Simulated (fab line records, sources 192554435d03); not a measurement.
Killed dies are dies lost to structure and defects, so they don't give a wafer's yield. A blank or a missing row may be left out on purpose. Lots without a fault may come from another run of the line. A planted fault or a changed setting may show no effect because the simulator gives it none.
Chamber matching | flow n5_finfet | N5_BEOL_M4_ILD_DEP_00 on pecvd-02: 3 sister chambers
The step deposits SiOC from DEMS/O2, target thk 79 nm, time 15.3 s. 3 wafers are shown with their chamber, then 12 later ones without.

WAFERS WITH THEIR CHAMBER
wafer  | chamber | throttle_valve_pct (%)
L077.4 | 2       | 11.8
L085.2 | 0       | 11.6
L085.3 | 1       | 12.6

WAFERS WITHOUT THEIR CHAMBER
wafer  | throttle_valve_pct (%)
L087.2 | 12.6
L087.4 | 11.7
L087.5 | 12.4
L090.2 | 12.4
L090.3 | 11.6
L090.4 | 11.7
L092.2 | 11.5
L092.5 | 11.5
L092.6 | 11.5
L095.2 | 11.5
L095.3 | 12.5
L095.6 | 11.6

WHICH CHAMBER EACH WENT THROUGH
wafer  | from the rows above     | in truth
L087.2 | 1                       | 1
L087.4 | can't be placed: 0 or 2 | 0
L087.5 | 1                       | 1
L090.2 | 1                       | 1
L090.3 | can't be placed: 0 or 2 | 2
L090.4 | can't be placed: 0 or 2 | 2
L092.2 | can't be placed: 0 or 2 | 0
L092.5 | can't be placed: 0 or 2 | 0
L092.6 | can't be placed: 0 or 2 | 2
L095.2 | can't be placed: 0 or 2 | 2
L095.3 | 1                       | 1
L095.6 | can't be placed: 0 or 2 | 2
Placed correctly: 4 of 12. Can't be placed from these rows: 8 (the true chamber is among the candidates in 8). Placed wrongly: 0.
How it was worked out, from the rows above alone: a wafer's distance from a chamber is the root of the sum, over the readings, of the square of ((its reading less the chamber's mean) divided by the reading's scatter). The wafer belongs to the nearest chamber; if the next one is less than 2 further off, it can't be placed. A chamber's mean is the mean of its shown wafers. The scatter: with one shown wafer a chamber, the root of the mean of the squares of how far each hidden wafer lies from its nearest shown one.
